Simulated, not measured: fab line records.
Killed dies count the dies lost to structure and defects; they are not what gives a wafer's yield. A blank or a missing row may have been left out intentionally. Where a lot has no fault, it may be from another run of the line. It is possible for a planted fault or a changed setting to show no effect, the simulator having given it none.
Lot-split experiment	flow n5Finfet	route with 1938 steps; 7 lots, 21 wafers read

## SPLIT DETAILS
At N5_DUMMY_GATE_COAT_28 (time 60 s, resist thk 10 nm), the setting spinRpm was moved away from the recipe's 1500 rpm on 5 of the 21 wafers read, by -10.6% to +10.0%. All remaining wafers had this setting at the recipe value.

The split's own step is where the reading is taken.

## THE READING
underlayer_of_DUMMY_GATE_COAT_28.thkNm (the simulator's own value, which no gauge read), in nm, at N5_DUMMY_GATE_COAT_28 (time 60 s, resist thk 10 nm). There is no usual value for it anywhere in the file.

wafer	tool, chamber at the split	spinRpm as run, rpm	against the recipe	underlayer_of_DUMMY_GATE_COAT_28.thkNm, nm	against lot-mates on the recipe
L074.3	lithoTrack-03, 0	1500	recipe	10	-
L074.4	lithoTrack-03, 0	1500	recipe	10	-
L074.5	lithoTrack-03, 0	1500	recipe	10	-
L075.1	lithoTrack-03, 0	1500	recipe	10	-
L075.2	lithoTrack-03, 0	1341	-10.6%	10.6	+0.6
L075.3	lithoTrack-03, 0	1341	-10.6%	10.6	+0.6
L082.2	lithoTrack-03, 0	1500	recipe	10	-
L082.4	lithoTrack-03, 0	1500	recipe	10	-
L082.6	lithoTrack-03, 0	1500	recipe	10	-
L089.1	lithoTrack-04, 0	1500	recipe	10	-
L089.3	lithoTrack-04, 0	1500	recipe	10	-
L089.4	lithoTrack-04, 0	1500	recipe	10	-
L093.3	lithoTrack-04, 0	1650	+10.0%	9.6	-0.4
L093.4	lithoTrack-04, 0	1500	recipe	10	-
L093.6	lithoTrack-04, 0	1500	recipe	10	-
L094.2	lithoTrack-03, 0	1549	+3.3%	9.8	-0.2
L094.4	lithoTrack-03, 0	1549	+3.3%	9.8	-0.2
L094.3	lithoTrack-03, 0	1500	recipe	10	-
L096.2	lithoTrack-03, 0	1500	recipe	10	-
L096.4	lithoTrack-03, 0	1500	recipe	10	-
L096.5	lithoTrack-03, 0	1500	recipe	10	-

FIT RESULTS
A straight line over all 21 wafers: underlayer_of_DUMMY_GATE_COAT_28.thkNm changes by -0.052 nm for each +1% of spinRpm; r = -0.99; the points scatter about the line by 0.032 nm.
The same after taking each lot's own level away (the mean of its wafers on the recipe; 21 wafers): -0.052 nm for each +1%; r = -0.99; scatter 0.032 nm.
According to that fit, moving spinRpm by its largest amount changes the reading by 0.55 nm.
The lots' own levels span 10.00 to 10.00 nm.
The two slopes agree, so the slope changes little with the lot-to-lot level.
Check: for one of the wafers moved furthest among these (-10.6%), held out of the fit, the line's prediction against its lot-mates is +0.535 nm. Against them it came out at +0.6 nm.

## OTHER SPLITS APPLIED TO THESE WAFERS
Other splits were also applied to these wafers ahead of the reading. Each is held against what the fit with the lots' levels taken away leaves over:
other split on the same wafers	wafers away from the commonest value	r with underlayer_of_DUMMY_GATE_COAT_28.thkNm (lot level and that fit taken away)
N5_ZERO_LAYER_COAT_05 spinRpm	9	+0.02
N5_ZERO_LAYER_DEVELOP_10 developTimeS	7	-0.02
N5_FIN_SAQP_ALD_61 tempC	7	+0.17
N5_FIN_SAQP_COAT_49 spinRpm	9	+0.61
N5_FIN_SAQP_COAT_68 spinRpm	11	-0.09

## FILE'S OWN FIT
underlayer_of_DUMMY_GATE_COAT_28.thkNm changes by -0.0494 nm for each +1% of spinRpm, r = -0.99.
